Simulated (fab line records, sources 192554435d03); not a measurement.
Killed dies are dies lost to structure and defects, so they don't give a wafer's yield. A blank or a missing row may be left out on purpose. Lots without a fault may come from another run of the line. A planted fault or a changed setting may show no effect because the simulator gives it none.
fab line records | flow n5_finfet
record lots=7 wafers=19 last_day=16
route steps=1938 shown BEOL_M15@1821 PASS1_DEP@1831 MIM_BOT@1832 MIM_TOP@1834 PASSIVATION@1936
lots that met no fault: from a run of the same line without faults
start_h: hours from the record's first day to the start of the lot's first wafer shown | wait_h: hours since the lot's step before | " the same as in the row above | L1.1+2: a row that stands for several wafers | - no value, or no start given | * or withheld: withheld | < > ~ a bound
route shown NAME@n: a module of which the file shows steps, and the number in the route of the first | usual: mean/standard deviation of fault-free wafers | same: alike in all rows | chamber/n: place in a boat | sites: the reading at each site | _std_site: their standard deviation | _edge_site: outer sites' mean less inner sites' | radius_mm: how far each site lies from the wafer's centre | mask NAME#n: copy n | behind: the tool/chamber that last shaped the wafer | hold: why the lot was held/for how many hours/how that ended | device: the transistor (n, p or np) that didn't switch | end of line: the same wafers' tests at the end of the route | a step without rows: its recipe alone | killed: dies lost to structure and defects at the first sort, not the wafer's yield | map: a wafer's dies, x killed, . not, _ none there
set.NAME: the setting as run; set.NAME@STEP: as run at that earlier step | model.NAME: the simulator's own value behind a step, which no gauge read
lots at some steps of the route; a table a step, a row a wafer
services: from which hour (start_h, from the record's first day; less than 0 if before it) a tool's chamber was out of use, for how many hours, and why
## steps
# step N5_BEOL_M15_SPUTTER_45
# recipe material=Cu target_thk_a=1000 temp_c=-20 bias_v=60 power_w=26000 chamber_pressure_pa=0.13 time_s=16.67
# usual throttle_valve_pct=29.9/0.92
# columns lot.wafer tool chamber start_h wait_h throttle_valve_pct
L504.2 pvd_sputter-02 - 289.47 0.0 29.1
L504.3 " - " " 29.2
L504.5 " - " " 28.9
L503.1 pvd_sputter-02 - 289.97 0.0 29.1
L503.3 " - " " 29.5
L503.6 " - " " 29.3
L513.2 pvd_sputter-02 - 341.41 0.0 29.0
L513.4 " - " " 28.8
L513.5 " - " " 30.1
L514.1 pvd_sputter-01 - 344.72 0.0 29.9
L514.2 " - " " 30.6
L514.5 " - " " 29.9
L512.2 pvd_sputter-02 - 344.85 0.1 29.3
L512.3 " - " " 29.2
L512.6 " - " " 29.1
L515.3 pvd_sputter-02 - 366.61 0.0 29.1
L515.4 " - " " 28.7
L516.4 pvd_sputter-01 - 372.16 0.0 30.7
L516.5 " - " " 29.7
# step N5_BEOL_M15_ECD_47
# recipe material=Cu target_thk_a=18600
# step N5_BEOL_M15_ANNEAL_48
# recipe temp_c=225 time_s=90 ambient=N2
# step N5_BEOL_M15_CMP_49
# recipe stop_on=SiO2 t_overpolish_s=4.9 down_force_psi=2 platen_rpm=80 clearing_platen_down_force_psi=2 clearing_platen_rpm=80 post_cmp_clean=cu_alkaline target_thk_nm=850 clearing_platen_pad_velocity_m_s=1.5917 pad_velocity_m_s=1.5917
# usual barrier_field_endpoint_s=11.41/0.21 motor_current_A=8.3/0.86 overpolish_run_s=4.899/0.0095
# columns lot.wafer tool chamber start_h wait_h barrier_field_endpoint_s motor_current_A overpolish_run_s
L504.3 cmp-04 2 290.18 0.2 11.31 7.7 4.892
L504.2 " 0 " " 11.23 10.2 4.890
L504.5 " 2 " " 11.22 7.9 4.897
L503.3 cmp-04 3 290.70 0.2 11.58 7.1 4.895
L503.1 " 0 " " 11.67 10.7 4.911
L503.6 " 2 " " 11.68 7.5 4.909
L513.4 cmp-03 2 342.90 0.1 11.46 8.1 4.902
L513.2 " 3 " " 11.13 8.8 4.905
L513.5 " 3 " " 11.06 8.9 4.904
L514.2 cmp-01 2 345.79 0.2 11.34 7.8 4.906
L514.1 " 1 " " 11.60 8.0 4.894
L514.5 " 2 " " 11.43 7.0 4.905
L512.2 cmp-03 3 346.07 0.2 11.56 8.6 4.902
L512.3 " 0 " " 11.55 8.2 4.890
L512.6 " 0 " " 11.77 8.2 4.894
L515.3 cmp-03 1 367.36 0.3 11.69 8.3 4.902
L515.4 " 2 " " 11.73 8.5 4.883
L516.4 cmp-04 1 372.89 0.2 11.86 8.6 4.902
L516.5 " 3 " " 11.49 7.1 4.904
# step N5_BEOL_M15_THK_MEAS_50
# recipe thk_meas_gauge=xrf reads=Cu_of_BEOL_M15_ECD_47
# usual M15_THK=855/12
# columns lot.wafer tool chamber start_h wait_h M15_THK[nm]
L504.2 film_metro-01 - 290.48 - 860
L504.3 " - " " 840
L504.5 " - " " 844
L503.1 film_metro-01 - 290.92 - 843
L503.3 " - " " 855
L503.6 " - " " 835
L513.2 film_metro-01 - 343.20 - 861
L513.4 " - " " 859
L513.5 " - " " 856
L514.1 film_metro-01 - 346.10 0.1 868
L514.2 " - " " 869
L514.5 " - " " 875
L512.2 film_metro-02 - 346.37 - 868
L512.3 " - " " 879
L512.6 " - " " 867
L515.3 film_metro-02 - 367.58 - 860
L515.4 " - " " 870
L516.4 film_metro-02 - 373.11 - 851
L516.5 " - " " 863
# step N5_BEOL_M15_PRE_CLEAN_52
# recipe gas=NH3 time_s=15 temp_c=withheld rf_power_w=300
# step N5_BEOL_M15_DEP_53
# recipe material=SiCN target_thk_a=500 temp_c=withheld precursor=3MS/NH3 pressure_torr=3 rf_w=675 time_s=17.8
# usual chamber_pressure_Torr=3.001/0.0065 showerhead_plenum_p_Torr=4.155/0.02 throttle_valve_pct=18.4/1.3
# columns lot.wafer tool chamber start_h wait_h chamber_pressure_Torr showerhead_plenum_p_Torr throttle_valve_pct
L504.2 pecvd-02 1 290.54 0.0 3.003 4.167 20.2
L504.3 " 2 " " 2.991 4.132 18.4
L504.5 " 2 " " 2.996 4.136 18.7
L503.1 pecvd-02 1 290.98 0.0 3.002 4.170 19.9
L503.3 " 0 " " 3.004 4.129 19.1
L503.6 " 1 " " 2.998 4.167 20.2
L513.2 pecvd-02 2 343.26 0.0 2.994 4.135 18.7
L513.4 " 1 " " 3.001 4.170 20.0
L513.5 " 2 " " 2.992 4.151 18.5
L514.1 pecvd-02 0 346.16 0.0 3.003 4.124 19.5
L514.2 " 2 " " 3.000 4.133 18.4
L514.5 " 1 " " 2.998 4.178 20.2
L512.2 pecvd-04 2 346.43 0.0 3.001 4.152 17.3
L512.3 " 0 " " 2.995 4.182 19.6
L512.6 " 2 " " 2.999 4.160 16.8
L515.3 pecvd-04 0 367.64 0.0 2.999 4.175 19.5
L515.4 " 2 " " 3.009 4.168 17.0
L516.4 pecvd-02 0 373.19 0.0 2.991 4.124 19.3
L516.5 " 2 " " 2.996 4.147 18.6
# step N5_BEOL_M15_RS_MEAS_54
# recipe thk_meas_gauge=four-point-probe reads=Cu_of_BEOL_M15_ECD_47+Ta_of_BEOL_M15_SPUTTER_44+TaN_of_BEOL_M15_SPUTTER_43
# usual M15_RS=0.02158/0.00028
# columns lot.wafer tool chamber start_h wait_h M15_RS[ohm/sq]
L504.2 film_metro-02 - 290.61 0.1 0.02129
L504.3 " - " " 0.02185
L504.5 " - " " 0.02162
L503.1 film_metro-02 - 291.05 0.0 0.02186
L503.3 " - " " 0.02154
L503.6 " - " " 0.02202
L513.2 film_metro-02 - 343.33 0.1 0.02117
L513.4 " - " " 0.02111
L513.5 " - " " 0.02127
L514.1 film_metro-02 - 346.23 0.0 0.02127
L514.2 " - " " 0.02121
L514.5 " - " " 0.02109
L512.2 film_metro-02 - 346.50 0.1 0.02156
L512.3 " - " " 0.02134
L512.6 " - " " 0.02164
L515.3 film_metro-02 - 367.71 0.1 0.02163
L515.4 " - " " 0.02127
L516.4 film_metro-01 - 373.24 0.0 0.02174
L516.5 " - " " 0.02135
# step N5_BEOL_M15_INSPECT_55
# recipe inspect_instrument=darkfield mode=post_dep
# usual raw_defect_count=73/23
# columns lot.wafer tool chamber start_h wait_h raw_defect_count
L504.2 defect_inspect-02 - 290.63 0.0 41
L504.3 " - " " 64
L504.5 " - " " 39
L503.1 defect_inspect-02 - 291.07 0.0 47
L503.3 " - " " 89
L503.6 " - " " 86
L513.2 defect_inspect-02 - 343.35 0.0 102
L513.4 " - " " 117
L513.5 " - " " 87
L514.1 defect_inspect-02 - 346.25 0.0 61
L514.2 " - " " 60
L514.5 " - " " 59
L512.2 defect_inspect-02 - 346.52 0.0 53
L512.3 " - " " 59
L512.6 " - " " 58
L515.3 defect_inspect-01 - 367.74 0.0 61
L515.4 " - " " 44
L516.4 defect_inspect-02 - 373.26 0.0 75
L516.5 " - " " 45
# step N5_BEOL_M15_RC_MEAS_101
# usual COMB_M10=1.5e-11/3.2e-12 COMB_M11=1.5e-11/3.1e-12 COMB_M12=6.4e-12/1.4e-12 COMB_M13=4.9e-12/9.4e-13 COMB_M14=3.9e-12/8.9e-13 COMB_M15=2.8e-12/5.6e-13 COMB_M5=3.8e-11/8.1e-12 COMB_M5_max_site=5.6e-11/1.4e-11 COMB_M6=2.6e-11/5.4e-12 COMB_M6_max_site=3.7e-11/9.2e-12 COMB_M7=2.6e-11/5.7e-12 COMB_M8=2.6e-11/5.5e-12 COMB_M9=1.49e-11/3e-12 SERP_M10=3.09/0.083 SERP_M11=3.07/0.067 SERP_M12=0.635/0.013 SERP_M13=0.309/0.0048 SERP_M14=0.160/0.0033 SERP_M5=39.4/1.6 SERP_M6=13.7/0.39 SERP_M7=13.8/0.43 SERP_M8=13.9/0.5 SERP_M9=3.06/0.076 SERP_M9_max_site=3.16/0.08
# columns lot.wafer tool chamber start_h wait_h COMB_M10[S/m] COMB_M11[S/m] COMB_M12[S/m] COMB_M13[S/m] COMB_M14[S/m] COMB_M15[S/m] COMB_M5[S/m] COMB_M5_max_site[S/m] COMB_M6[S/m] COMB_M6_max_site[S/m] COMB_M7[S/m] COMB_M8[S/m] COMB_M9[S/m] SERP_M10[ohm/um] SERP_M11[ohm/um] SERP_M12[ohm/um] SERP_M13[ohm/um] SERP_M14[ohm/um] SERP_M5[ohm/um] SERP_M6[ohm/um] SERP_M7[ohm/um] SERP_M8[ohm/um] SERP_M9[ohm/um] SERP_M9_max_site[ohm/um]
L504.2 prober-02 0 290.81 0.2 1.4e-11 1.2e-11 6.1e-12 4.2e-12 4e-12 2.2e-12 3.4e-11 4e-11 2.5e-11 3.1e-11 3e-11 1.9e-11 1.53e-11 3.12 2.96 0.648 0.312 0.167 38.8 14.0 13.9 13.8 2.99 3.09
L504.3 " 0 " " 1.5e-11 1.3e-11 7.1e-12 3e-12 3.5e-12 3.1e-12 3.7e-11 4.3e-11 2.4e-11 4.1e-11 2.6e-11 2.7e-11 1.9e-11 3.04 3.17 0.636 0.302 0.159 38.8 14.4 14.0 14.2 2.90 3.04
L504.5 " 0 " " 1.5e-11 1.9e-11 7e-12 4.1e-12 3.5e-12 2.6e-12 2.9e-11 3.5e-11 1.9e-11 2.8e-11 2.3e-11 2e-11 1.41e-11 3.06 3.00 0.644 0.309 0.160 40.7 13.6 13.7 13.7 3.09 3.15
L503.1 prober-01 0 291.10 0.0 1.2e-11 1.7e-11 5.1e-12 5.4e-12 3.9e-12 2.4e-12 4.4e-11 8e-11 3.1e-11 5.5e-11 2e-11 2.6e-11 1.71e-11 3.03 3.17 0.621 0.317 0.160 39.8 14.2 13.7 13.7 2.96 3.02
L503.3 " 0 " " 1.2e-11 1.2e-11 5.8e-12 4.9e-12 3.9e-12 2.5e-12 3.8e-11 5.2e-11 3.3e-11 3.9e-11 3.4e-11 2.3e-11 2.44e-11 3.13 3.04 0.633 0.310 0.162 37.7 13.6 13.6 13.5 2.95 3.05
L503.6 " 0 " " 1.4e-11 1e-11 7e-12 4.7e-12 3.4e-12 2.7e-12 3.3e-11 3.9e-11 2.9e-11 4e-11 2e-11 2.7e-11 1.75e-11 3.15 3.12 0.631 0.311 0.155 38.9 14.0 14.5 14.0 3.04 3.09
L513.2 prober-02 0 343.53 0.2 1.6e-11 1.8e-11 1.25e-11 5.4e-12 4.7e-12 3e-12 4.1e-11 4.7e-11 2.6e-11 5e-11 2.2e-11 2e-11 1.62e-11 3.30 3.01 0.651 0.314 0.156 40.8 13.3 14.0 14.0 2.96 3.16
L513.4 " 0 " " 1.4e-11 1.5e-11 5.6e-12 4.8e-12 5.7e-12 2.9e-12 3.6e-11 6.8e-11 2.7e-11 3.3e-11 1.8e-11 2.2e-11 1.96e-11 3.06 3.02 0.612 0.316 0.162 38.1 12.9 14.1 13.4 3.22 3.26
L513.5 " 0 " " 2.1e-11 1.2e-11 7.5e-12 4.7e-12 4.2e-12 2.9e-12 3.5e-11 4.9e-11 4.1e-11 4.8e-11 2.5e-11 3.1e-11 1.51e-11 3.21 2.98 0.643 0.314 0.162 38.3 14.0 14.2 14.3 3.06 3.21
L514.1 prober-01 0 346.28 0.0 1.7e-11 1.4e-11 6.4e-12 3.1e-12 4.3e-12 2.5e-12 3.6e-11 4.3e-11 2.2e-11 3.2e-11 2.1e-11 2.4e-11 1.63e-11 3.02 3.09 0.627 0.305 0.155 39.9 13.9 13.9 13.9 3.07 3.15
L514.2 " 0 " " 1.8e-11 1.3e-11 5.8e-12 3.7e-12 4.9e-12 2e-12 5.2e-11 8.1e-11 2.1e-11 3.1e-11 2.5e-11 1.4e-11 1.32e-11 3.15 3.08 0.634 0.306 0.160 42.1 14.4 13.7 12.9 3.06 3.23
L514.5 " 0 " " 1.5e-11 1.1e-11 6.6e-12 5.1e-12 2.2e-12 2.2e-12 4.8e-11 6.5e-11 2.2e-11 3.7e-11 2.4e-11 2e-11 9.9e-12 3.20 3.08 0.664 0.307 0.157 41.5 14.4 13.6 13.2 3.09 3.13
L512.2 prober-02 0 346.70 0.2 2.6e-11 1.5e-11 5.3e-12 4.7e-12 4.1e-12 2.4e-12 3.4e-11 5.3e-11 3.5e-11 4.3e-11 2.9e-11 3.5e-11 1.4e-11 3.06 3.02 0.661 0.314 0.158 41.5 14.0 13.6 14.3 3.06 3.19
L512.3 " 0 " " 1.3e-11 1.2e-11 7.2e-12 3.8e-12 3.2e-12 2.7e-12 3.5e-11 4.4e-11 2.8e-11 3.3e-11 2.7e-11 3.3e-11 1.19e-11 3.02 3.09 0.641 0.311 0.159 38.9 13.8 13.9 13.3 3.11 3.20
L512.6 " 0 " " 1.7e-11 1.4e-11 6.4e-12 5.2e-12 3.3e-12 2.7e-12 3.6e-11 5.6e-11 4.7e-11 6.5e-11 2.3e-11 2.5e-11 1.36e-11 3.06 3.00 0.651 0.310 0.163 40.4 14.1 13.5 14.3 3.16 3.22
L515.3 prober-02 0 368.07 0.3 1e-11 1.5e-11 5.6e-12 6.9e-12 3.1e-12 2.6e-12 3.9e-11 6.1e-11 2.4e-11 3.3e-11 2.9e-11 2.7e-11 1.39e-11 3.13 3.04 0.637 0.311 0.157 38.3 13.0 13.2 12.6 3.13 3.23
L515.4 " 0 " " 1.6e-11 1e-11 5.6e-12 7.3e-12 3.3e-12 3.4e-12 4.1e-11 7.3e-11 1.7e-11 2.1e-11 3.8e-11 2e-11 1.66e-11 3.09 3.03 0.620 0.317 0.159 40.8 13.6 13.2 13.5 3.05 3.16
L516.4 prober-01 0 373.75 0.5 1.1e-11 1.4e-11 9.7e-12 4.9e-12 2.9e-12 2.4e-12 3.4e-11 4.7e-11 2.5e-11 3.7e-11 4e-11 4.1e-11 1.31e-11 3.06 2.97 0.624 0.305 0.158 39.2 13.5 13.2 13.3 2.98 3.02
L516.5 " 0 " " 1.1e-11 1.6e-11 6e-12 4.8e-12 3.2e-12 2.5e-12 3.2e-11 4.3e-11 2.4e-11 3.1e-11 2.6e-11 2.8e-11 1.23e-11 3.10 3.07 0.621 0.305 0.164 39.6 13.8 13.6 14.7 2.99 3.20
# step N5_PASSIVATION_PECVD_00
# recipe material=SiO2 target_thk_a=2000 temp_c=400 precursor=SiH4/N2O pressure_torr=2.7 rf_w=608 time_s=11.2
# usual chamber_pressure_Torr=2.700/0.0062 heater_power_w=615/65 showerhead_plenum_p_Torr=8.17/0.085 throttle_valve_pct=51/3.5
# columns lot.wafer tool chamber start_h wait_h chamber_pressure_Torr heater_power_w showerhead_plenum_p_Torr throttle_valve_pct
L504.2 pecvd-04 1 291.62 0.7 2.699 744 8.13 55
L504.3 " 2 " " 2.704 620 8.17 48
L504.5 " 2 " " 2.701 632 8.22 48
L503.1 pecvd-01 2 292.06 0.8 2.696 531 8.16 53
L503.3 " 1 " " 2.697 682 8.19 56
L503.6 " 1 " " 2.697 726 8.22 56
L513.2 pecvd-01 0 344.34 0.7 2.690 517 8.22 53
L513.4 " 2 " " 2.688 578 8.14 53
L513.5 " 1 " " 2.700 660 8.20 57
L514.1 pecvd-03 2 347.24 0.8 2.702 631 7.99 45
L514.2 " 1 " " 2.701 662 8.12 51
L514.5 " 2 " " 2.702 670 7.99 45
L512.2 pecvd-01 1 347.51 0.7 2.700 684 8.21 57
L512.3 " 0 " " 2.701 551 8.25 53
L512.6 " 0 " " 2.699 555 8.25 53
L515.3 pecvd-04 2 368.72 0.5 2.690 548 8.18 48
L515.4 " 1 " " 2.692 684 8.13 55
L516.4 pecvd-03 0 374.27 0.4 2.710 591 8.26 50
L516.5 " 1 " " 2.700 591 8.16 51
# step N5_MIM_BOT_DEGAS_01
# recipe ambient=vacuum temp_c=300 time_s=60
# step N5_MIM_BOT_SPUTTER_00
# recipe material=TiN target_thk_a=350 temp_c=200 power_w=3000 chamber_pressure_pa=0.49996 gas=Ar reactive_partial_pa=0.37997 time_s=89.7
# usual throttle_valve_pct=30.3/0.95
# columns lot.wafer tool chamber start_h wait_h throttle_valve_pct model.TiN_of_MIM_BOT_SPUTTER_00.thk_nm
L504.2 pvd_sputter-02 - 292.79 0.0 29.2 35.6
L504.3 " - " " 29.9 35.4
L504.5 " - " " 29.8 35.4
L503.1 pvd_sputter-01 - 293.05 0.0 30.5 35.2
L503.3 " - " " 29.9 35.2
L503.6 " - " " 32.2 35.4
L513.2 pvd_sputter-03 - 346.69 0.0 29.2 35.2
L513.4 " - " " 29.9 35
L513.5 " - " " 29.8 35.2
L514.1 pvd_sputter-01 - 347.48 0.0 31.9 35.2
L514.2 " - " " 29.9 36.2
L514.5 " - " " 31.5 35.4
L512.2 pvd_sputter-03 - 347.69 0.0 30.2 35
L512.3 " - " " 31.8 34.8
L512.6 " - " " 29.4 35.4
L515.3 pvd_sputter-01 - 371.32 0.0 29.8 35.4
L515.4 " - " " 30.2 36.6
L516.4 pvd_sputter-01 - 376.46 0.0 32.0 36.6
L516.5 " - " " 30.0 35.4
# step N5_MIM_TOP_ALD_00
# recipe material=Al2O3 target_thk_a=* temp_c=withheld ald_precursor_family=TMA ald_co_reactant=O3 pulse_time_s=withheld purge_time_s=3 co_reactant_purge_time_s=withheld co_reactant_pulse_time_s=3 ald_cycles=withheld
# usual precursor_pulse_height_rel=1.001/0.022
# columns lot.wafer tool chamber start_h wait_h precursor_pulse_height_rel
L504.2 ald_hk-03 0 292.89 0.1 1.015
L504.3 " 2 " " 0.990
L504.5 " 2 " " 0.988
L503.1 ald_hk-01 2 293.15 0.1 1.037
L503.3 " 0 " " 1.014
L503.6 " 1 " " 0.974
L513.2 ald_hk-03 1 346.79 0.1 1.039
L513.4 " 3 " " 1.016
L513.5 " 0 " " 0.987
L514.1 ald_hk-02 2 347.58 0.1 1.018
L514.2 " 3 " " 0.976
L514.5 " 0 " " 1.020
L512.2 ald_hk-03 2 347.79 0.1 0.975
L512.3 " 1 " " 1.035
L512.6 " 2 " " 1.004
L515.3 ald_hk-01 0 371.43 0.1 1.023
L515.4 " 3 " " 0.990
L516.4 ald_hk-02 2 376.56 0.1 1.002
L516.5 " 2 " " 0.964
# step N5_PASSIVATION_PROBE_49
# usual defect_limited_yield=91.3/1.4 killed_at_M0_to_M3=35/11 killed_at_M4_up=14/5.4 killed_at_contacts=12/6.2 killed_at_front_end=38/11 killed_at_other=4.1/2.8 killed_dies=103/17 killed_open=66/13 killed_short=34/8.2 sort_bin_5_function=5.1/0.89 sort_bin_6_memory=3.3/0.72 sort_bin_8_speed=0.00/0.0099 sort_n_pass=1077/17 sort_yield_pct=91.3/1.4
# same gross_dies=1180 killed_at_back_side=0 sort_bin_4_leakage[%]=0
# columns lot.wafer tool chamber start_h wait_h defect_limited_yield[%] killed_at_M0_to_M3 killed_at_M4_up killed_at_contacts killed_at_front_end killed_at_other killed_dies killed_open killed_short sort_bin_5_function[%] sort_bin_6_memory[%] sort_bin_8_speed[%] sort_n_pass sort_yield_pct[%]
L504.2 prober-01 - 305.34 0.1 91.5 30 28 10 32 0 100 66 29 5.2 2.9 0 1080 91.5
L504.3 prober-01 - 305.39 0.1 91.1 28 10 15 49 3 105 58 45 5.9 2.6 0 1075 91.1
L504.5 prober-01 - 305.49 0.2 89.7 25 13 19 55 9 121 76 41 6.4 3.4 0 1059 89.7
L512.2 prober-02 - 363.01 0.1 91.1 34 10 12 43 6 105 72 32 4.8 3.6 0 1075 91.1
L515.3 prober-01 - 383.39 0.1 91.4 29 8 11 52 1 101 68 30 4.9 3.5 0 1079 91.4
L515.4 prober-01 - 383.44 0.2 93.5 24 6 7 39 1 77 46 27 3.9 2.5 0 1103 93.5
L516.4 prober-02 - 386.97 0.2 89.9 53 10 7 43 6 119 74 41 5.3 4.4 0 1061 89.9
L516.5 prober-02 - 387.02 0.2 90.1 32 11 2 63 9 117 82 34 5.9 3.8 0 1063 90.1
# killed by level:class
L504.2 BEOL_M4:geometric_particle:open=16 BEOL_M0_SAQP:geometric_particle:open=8 STI_FIN_REVEAL:geometric_particle:open=6 MOL_CONTACT_COAG:geometric_particle:open=6 BEOL_M0_SAQP:geometric_particle:short=6 BEOL_M1:geometric_particle:open=5 BEOL_M2:geometric_particle:open=5 BEOL_M6:geometric_particle:open=4
L504.3 FIN_SAQP:geometric_particle:short=10 MOL_CONTACT_COAG:geometric_particle:open=10 BEOL_M0_SAQP:geometric_particle:short=8 FIN_SAQP:geometric_particle:open=6 BEOL_M4:geometric_particle:open=6 MOL_CONTACT_COAG:geometric_particle:short=5 BEOL_M2:geometric_particle:open=5 STARTING-WAFER:geometric_particle:short=5
L504.5 MOL_CONTACT_COAG:geometric_particle:open=16 FIN_SAQP:geometric_particle:short=14 STI_FIN_REVEAL:geometric_particle:open=8 DUMMY_GATE:geometric_particle:open=8 FIN_SAQP:geometric_particle:open=7 BEOL_M1:geometric_particle:open=6 PASS1_CAP:geometric_particle:open=6 BEOL_M5:geometric_particle:open=5
L512.2 STI_FIN_REVEAL:geometric_particle:open=14 BEOL_M0_SAQP:geometric_particle:open=11 MOL_CONTACT_COAG:geometric_particle:open=10 BEOL_M0_SAQP:geometric_particle:short=9 STARTING-WAFER:geometric_particle:open=7 BEOL_M4:geometric_particle:open=6 FIN_SAQP:geometric_particle:open=4 STI_FIN_REVEAL:geometric_particle:short=4
L515.3 FIN_SAQP:geometric_particle:open=12 BEOL_M2:geometric_particle:open=12 BEOL_M0_SAQP:geometric_particle:open=9 MOL_CONTACT_COAG:geometric_particle:open=8 GATE_CUT:geometric_particle:short=7 FIN_CUT:geometric_particle:short=6 STI_FIN_REVEAL:geometric_particle:open=5 GATE_CUT:geometric_particle:open=5
L515.4 FIN_SAQP:geometric_particle:short=7 FIN_SAQP:geometric_particle:open=7 STI_FIN_REVEAL:geometric_particle:open=7 BEOL_M1:geometric_particle:open=6 MOL_CONTACT_COAG:geometric_particle:open=6 BEOL_M2:geometric_particle:open=4 BEOL_M3:geometric_particle:open=4 FIN_CUT:geometric_particle:short=3
L516.4 BEOL_M0_SAQP:geometric_particle:short=16 BEOL_M0_SAQP:geometric_particle:open=13 BEOL_M2:geometric_particle:open=13 FIN_SAQP:geometric_particle:open=8 FIN_SAQP:geometric_particle:short=7 GATE_CUT:geometric_particle:short=6 BEOL_M4:geometric_particle:open=6 BEOL_M0:geometric_particle:open=5
L516.5 FIN_SAQP:geometric_particle:open=27 FIN_SAQP:geometric_particle:short=8 BEOL_M0_SAQP:geometric_particle:open=7 ILD0:geometric_particle:short=7 BEOL_M0_SAQP:geometric_particle:short=7 BEOL_M2:geometric_particle:open=6 DUMMY_GATE:geometric_particle:open=5 BEOL_M4:geometric_particle:open=5
## services
# columns tool chamber start_h hours kind
pecvd-03 1 266.26 5.0 scheduled_down
pecvd-04 0 267.41 5.0 scheduled_down
pecvd-02 - 274.24 0.2 repair
pecvd-02 - 274.66 5.5 pm
pecvd-01 1 277.97 7.5 repair
cmp-01 - 278.43 11.6 pm
ald_hk-03 - 286.24 1.2 pm
cmp-03 - 288.57 3.1 pm
ald_hk-02 - 289.38 8.7 pm
pecvd-04 - 292.55 1.2 repair
pecvd-03 - 294.43 10.2 repair
pecvd-01 2 297.85 5.0 scheduled_down
cmp-04 - 299.89 2.2 repair
pecvd-03 1 305.58 - calibration
ald_hk-01 - 311.62 4.3 pm
pvd_sputter-02 - 317.00 6.5 repair
ald_hk-02 - 320.80 2.7 repair
cmp-01 - 333.78 6.5 pm
cmp-04 - 341.87 7.1 pm
pecvd-02 2 349.91 6.0 repair
cmp-04 - 349.96 3.6 repair
pecvd-01 2 352.07 5.5 scheduled_down
ald_hk-03 - 363.00 8.7 pm
pecvd-01 - 373.48 1.0 repair
## key
first_sign none at tools or gauges
model_effect step=N5_MIM_BOT_SPUTTER_00 value=TiN_of_MIM_BOT_SPUTTER_00.thk_nm without=35.4 struck=36.47
met_at N5_MIM_BOT_SPUTTER_00
struck_wafers L514.2,L515.4,L516.4
onset_between 293.05 347.48
fault kind=process_parameter_drift tool=pvd_sputter-01 chamber=- onset_h=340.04 steps=N5_MIM_BOT_SPUTTER_00 channel=time_s offset=* shape=step end_h=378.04 scope=struck_wafers_only acts_in=* stated=*
